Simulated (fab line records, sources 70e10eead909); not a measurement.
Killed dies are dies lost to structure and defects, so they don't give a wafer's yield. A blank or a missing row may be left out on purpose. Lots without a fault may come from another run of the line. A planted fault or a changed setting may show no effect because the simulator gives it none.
Tool commonality check | flow nand_harc | 13 lots, 39 wafers sampled

WHY IT WAS OPENED
At NHARC_P_GATE_CD_MEAS_91 the reading cd_nm is flagged on 1 of 13 lots. Wafers without a fault read 1999.9 nm, standard deviation 1.2.
Rule: a lot is flagged when every wafer of it that has a number lies more than 4 standard deviations from that mean, or none has a number. The other lots count as sound.

lot  | measured     | on        | cd_nm (nm), wafer by wafer | flag
L937 | day 6 01:41  | cd_sem-03 | 2000.6 2001.1 2000.8       |
L941 | day 7 20:54  | cd_sem-03 | 2000.5 2000.3 1999.5       |
L943 | day 8 15:19  | cd_sem-02 | 2000.0 1999.1 1999.3       |
L944 | day 9 08:10  | cd_sem-01 | 1998.9 1999.7 2000.6       |
L945 | day 9 12:16  | cd_sem-03 | 2000.0 2000.7 2001.0       |
L947 | day 10 11:32 | cd_sem-01 | 2001.6 2000.5 2002.0       |
L948 | day 10 12:06 | cd_sem-02 | 1973.8 1973.2 1973.0       | FLAGGED
L951 | day 11 21:59 | cd_sem-03 | 1999.7 1999.6 1999.0       |
L950 | day 11 22:48 | cd_sem-02 | 1998.7 1999.1 1998.3       |
L957 | day 14 04:47 | cd_sem-03 | 1998.8 1998.4 2000.4       |
L956 | day 14 04:56 | cd_sem-01 | 2002.7 2001.7 2001.8       |
L958 | day 14 18:40 | cd_sem-03 | 1999.8 2000.0 1999.7       |
L959 | day 15 06:17 | cd_sem-03 | 1998.6 1999.7 1998.6       |
The numbers of the flagged lots are 1973.3 nm on average: -26.6 nm against the usual, or -22 standard deviations.

WHICH TOOL RAN EACH LOT
The record holds 2 process steps before the reading, out of a route of 1302 steps. In each cell: the tool, then ch and the chambers that the sampled wafers went through, then the start.
lot  | flag    | NHARC_P_GATE_STRIP_112               | NHARC_P_GATE_EXPOSE_88
L937 |         | plasma_asher-01 ch 0,1, day 6 00:40  | krf_scanner-01 ch 0, day 6 01:32
L941 |         | plasma_asher-01 ch 0,1, day 7 19:43  | krf_scanner-04 ch 0, day 7 20:45
L943 |         | plasma_asher-02 ch 0,1, day 8 14:10  | krf_scanner-01 ch 0, day 8 15:09
L944 |         | plasma_asher-02 ch 0,1, day 9 07:06  | krf_scanner-01 ch 0, day 9 08:00
L945 |         | plasma_asher-01 ch 0,1, day 9 11:02  | krf_scanner-02 ch 0, day 9 12:07
L947 |         | plasma_asher-02 ch 0,1, day 10 10:29 | krf_scanner-02 ch 0, day 10 11:23
L948 | FLAGGED | plasma_asher-02 ch 0,1, day 10 10:56 | krf_scanner-04 ch 0, day 10 11:57
L951 |         | plasma_asher-02 ch 0,1, day 11 20:49 | krf_scanner-02 ch 0, day 11 21:50
L950 |         | plasma_asher-01 ch 0,1, day 11 21:45 | krf_scanner-02 ch 0, day 11 22:39
L957 |         | plasma_asher-01 ch 0,1, day 14 03:35 | krf_scanner-01 ch 0, day 14 04:37
L956 |         | plasma_asher-02 ch 0,1, day 14 03:46 | krf_scanner-02 ch 0, day 14 04:47
L958 |         | plasma_asher-01 ch 0,1, day 14 17:29 | krf_scanner-01 ch 0, day 14 18:30
L959 |         | plasma_asher-02 ch 0,1, day 15 05:08 | krf_scanner-04 ch 0, day 15 06:08
What these steps do:
- NHARC_P_GATE_STRIP_112: strips in N2/H2, time 200 s.
- NHARC_P_GATE_EXPOSE_88: exposes mask P HVN, target cd 2000 nm.
- NHARC_P_GATE_CD_MEAS_91: target cd 2000 nm.

FLAGGED OVER TOTAL, TOOL BY TOOL (the gauges that took the reading come last)
step                    | tool            | lots run | flagged | share of the flagged lots | sound lots run after its first flagged lot
NHARC_P_GATE_STRIP_112  | plasma_asher-01 | 6        | 0       | none                      | -
NHARC_P_GATE_STRIP_112  | plasma_asher-02 | 7        | 1       | all                       | 3 (L951,L956,L959)
NHARC_P_GATE_EXPOSE_88  | krf_scanner-01  | 5        | 0       | none                      | -
NHARC_P_GATE_EXPOSE_88  | krf_scanner-02  | 5        | 0       | none                      | -
NHARC_P_GATE_EXPOSE_88  | krf_scanner-04  | 3        | 1       | all                       | 1 (L959)
NHARC_P_GATE_CD_MEAS_91 | cd_sem-01       | 3        | 0       | none                      | -
NHARC_P_GATE_CD_MEAS_91 | cd_sem-02       | 3        | 1       | all                       | 1 (L950)
NHARC_P_GATE_CD_MEAS_91 | cd_sem-03       | 7        | 0       | none                      | -

WHAT THE TABLE ALLOWS
3 rows of the table ran every flagged lot: plasma_asher-02 at NHARC_P_GATE_STRIP_112, krf_scanner-04 at NHARC_P_GATE_EXPOSE_88, cd_sem-02 at NHARC_P_GATE_CD_MEAS_91.
- plasma_asher-02 at NHARC_P_GATE_STRIP_112: 1 of its 7 lots flagged. Sound lots ran on it after the first flagged one (L951, L956, L959), which a lasting fault on the whole tool wouldn't allow.
- krf_scanner-04 at NHARC_P_GATE_EXPOSE_88: 1 of its 3 lots flagged. Sound lots ran on it after the first flagged one (L959), which a lasting fault on the whole tool wouldn't allow.
- cd_sem-02 at NHARC_P_GATE_CD_MEAS_91: 1 of its 3 lots flagged. Sound lots ran on it after the first flagged one (L950), which a lasting fault on the whole tool wouldn't allow.
No row of the table ran every flagged lot and no sound lot after the first.

WHAT THE SIMULATOR HAD PUT IN
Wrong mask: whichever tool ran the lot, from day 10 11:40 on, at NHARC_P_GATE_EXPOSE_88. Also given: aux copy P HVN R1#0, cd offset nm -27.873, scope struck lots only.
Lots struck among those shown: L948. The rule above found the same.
